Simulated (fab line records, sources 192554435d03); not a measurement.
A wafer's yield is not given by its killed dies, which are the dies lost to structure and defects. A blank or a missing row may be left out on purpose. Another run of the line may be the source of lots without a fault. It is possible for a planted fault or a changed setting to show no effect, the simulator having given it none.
What tool caused it? | flow n5_finfet | 24 lots, 72 wafers sampled, at 2 steps of a route of 1938

## WHAT EACH GAUGE READ, for each wafer
N5_BEOL_M4_THK_MEAS_01. Usual: for M4_ILD_THK the level is 79.4 nm and the standard deviation is 0.98.
lot  | measured     | on            | M4_ILD_THK (nm) | flag
L074 | day 7 09:38  | film_metro-02 | 80.0 79.7 78.8  |
L075 | day 7 21:53  | film_metro-01 | 80.7 79.4 80.0  |
L076 | day 8 07:33  | film_metro-02 | 77.8 79.7 79.3  |
L077 | day 8 13:30  | film_metro-01 | 78.7 78.8 79.4  |
L078 | day 8 18:19  | film_metro-02 | 79.5 79.8 79.2  |
L079 | day 9 12:32  | film_metro-02 | 78.5 78.9 78.6  |
L080 | day 9 14:36  | film_metro-02 | 78.6 78.7 78.8  |
L081 | day 9 18:07  | film_metro-02 | 77.7 76.6 78.8  |
L082 | day 9 18:53  | film_metro-01 | 80.2 80.8 80.3  |
L083 | day 9 22:41  | film_metro-02 | 77.8 79.8 79.2  |
L084 | day 10 01:34 | film_metro-02 | 78.0 79.6 80.0  |
L085 | day 10 05:34 | film_metro-02 | 78.8 80.4 79.8  |
L086 | day 10 19:11 | film_metro-01 | 79.0 78.0 80.0  |
L087 | day 10 22:19 | film_metro-02 | 80.3 80.6 81.8  |
L088 | day 11 10:04 | film_metro-01 | 78.8 78.8 79.8  |
L089 | day 11 14:32 | film_metro-01 | 77.6 79.3 81.0  |
L090 | day 11 15:15 | film_metro-02 | 78.8 79.4 79.0  |
L093 | day 12 02:06 | film_metro-02 | 79.5 79.4 79.3  |
L091 | day 12 07:55 | film_metro-01 | 78.7 79.4 81.1  |
L094 | day 13 11:31 | film_metro-01 | 79.5 80.5 80.8  |
L096 | day 13 12:19 | film_metro-02 | 78.1 79.7 79.3  |
L092 | day 13 14:32 | film_metro-01 | 79.8 78.5 80.6  |
L095 | day 13 15:00 | film_metro-01 | 78.5 79.6 81.3  |
L097 | day 13 16:24 | film_metro-01 | 80.0 80.5 82.0  |

## WHICH TOOL RAN EACH LOT (tool, then ch and the chambers of the sampled wafers, then the start)
lot  | N5_BEOL_M4_ILD_DEP_00
L074 | pecvd-04 ch 0,1, day 7 09:35
L075 | pecvd-03 ch 0,1, day 7 21:49
L076 | pecvd-03 ch 0,1, day 8 07:29
L077 | pecvd-04 ch 0,1, day 8 13:25
L078 | pecvd-04 ch 1,2, day 8 18:16
L079 | pecvd-01 ch 0,2, day 9 12:28
L080 | pecvd-04 ch 0,1,2, day 9 14:32
L081 | pecvd-01 ch 0,1,2, day 9 18:03
L082 | pecvd-04 ch 0,1,2, day 9 18:50
L083 | pecvd-01 ch 0,1, day 9 22:37
L084 | pecvd-04 ch 1,2, day 10 01:29
L085 | pecvd-04 ch 1,2, day 10 05:29
L086 | pecvd-04 ch 0,1, day 10 19:05
L087 | pecvd-03 ch 0,2, day 10 22:14
L088 | pecvd-04 ch 0,2, day 11 09:59
L089 | pecvd-01 ch 0,1,2, day 11 14:28
L090 | pecvd-01 ch 0,1,2, day 11 15:11
L093 | pecvd-03 ch 1, day 12 02:01
L091 | pecvd-03 ch 1, day 12 07:50
L094 | pecvd-04 ch 1,2, day 13 11:27
L096 | pecvd-04 ch 0,2, day 13 12:15
L092 | pecvd-01 ch 0,2, day 13 14:28
L095 | pecvd-04 ch 0,1, day 13 14:56
L097 | pecvd-04 ch 0,1,2, day 13 16:20
- N5_BEOL_M4_ILD_DEP_00: deposits SiOC from DEMS/O2, target thk 79 nm, time 15.3 s.

## AS READ BY THE TOOLS THEMSELVES (means over the sampled wafers that have a number; for cases with no such wafer, the mark the record gives instead)
N5_BEOL_M4_ILD_DEP_00. Usual: heater_power_w 499 W, standard deviation 53; showerhead_plenum_p_Torr 5.701 Torr, standard deviation 0.015; throttle_valve_pct 11.7 %, standard deviation 0.55.
lot  | tool     | heater_power_w (W) | showerhead_plenum_p_Torr (Torr) | throttle_valve_pct (%) | flag
L074 | pecvd-04 | 517                | 5.708                           | 11.6                   |
L075 | pecvd-03 | 471                | 5.688                           | 11.7                   |
L076 | pecvd-03 | 490                | 5.686                           | 11.5                   |
L077 | pecvd-04 | 461                | 5.719                           | 11.5                   |
L078 | pecvd-04 | 495                | 5.700                           | 12.0                   |
L079 | pecvd-01 | 499                | 5.701                           | 11.4                   |
L080 | pecvd-04 | 494                | 5.707                           | 11.7                   |
L081 | pecvd-01 | 492                | 5.695                           | 11.8                   |
L082 | pecvd-04 | 496                | 5.705                           | 11.6                   |
L083 | pecvd-01 | 507                | 5.711                           | 12.1                   |
L084 | pecvd-04 | 497                | 5.700                           | 11.5                   |
L085 | pecvd-04 | 505                | 5.709                           | 11.6                   |
L086 | pecvd-04 | 493                | 5.708                           | 11.8                   |
L087 | pecvd-03 | 540                | 5.702                           | 11.5                   |
L088 | pecvd-04 | 518                | 5.714                           | 11.3                   |
L089 | pecvd-01 | 509                | 5.697                           | 11.9                   |
L090 | pecvd-01 | 514                | 5.702                           | 11.8                   |
L093 | pecvd-03 | 469                | 5.666                           | 11.8                   |
L091 | pecvd-03 | 498                | 5.663                           | 11.6                   |
L094 | pecvd-04 | 569                | 5.707                           | 12.0                   |
L096 | pecvd-04 | 434                | 5.716                           | 11.2                   |
L092 | pecvd-01 | 432                | 5.701                           | 11.6                   |
L095 | pecvd-04 | 514                | 5.699                           | 11.8                   |
L097 | pecvd-04 | 488                | 5.706                           | 11.4                   |

## THE ANSWER, worked out from the rows above alone
Rule: take the mean of a lot's wafers that have a number; if it is more than 3 standard deviations from the usual mean, the lot is off. Also off: a lot with no number at a reading for which 4 or more lots have one. All remaining lots with rows at the step are treated as sound. Order of review: gauges by route order, followed by the tools' own readings, for which a lot's mean as printed above is used. The first step at which some lot is off is used, and at that step the reading that is off furthest; a lot without a number counts as furthest.
Across all readings shown, no lot is off: no conclusion can be drawn from this.

## WHAT WAS PUT IN BY THE SIMULATOR
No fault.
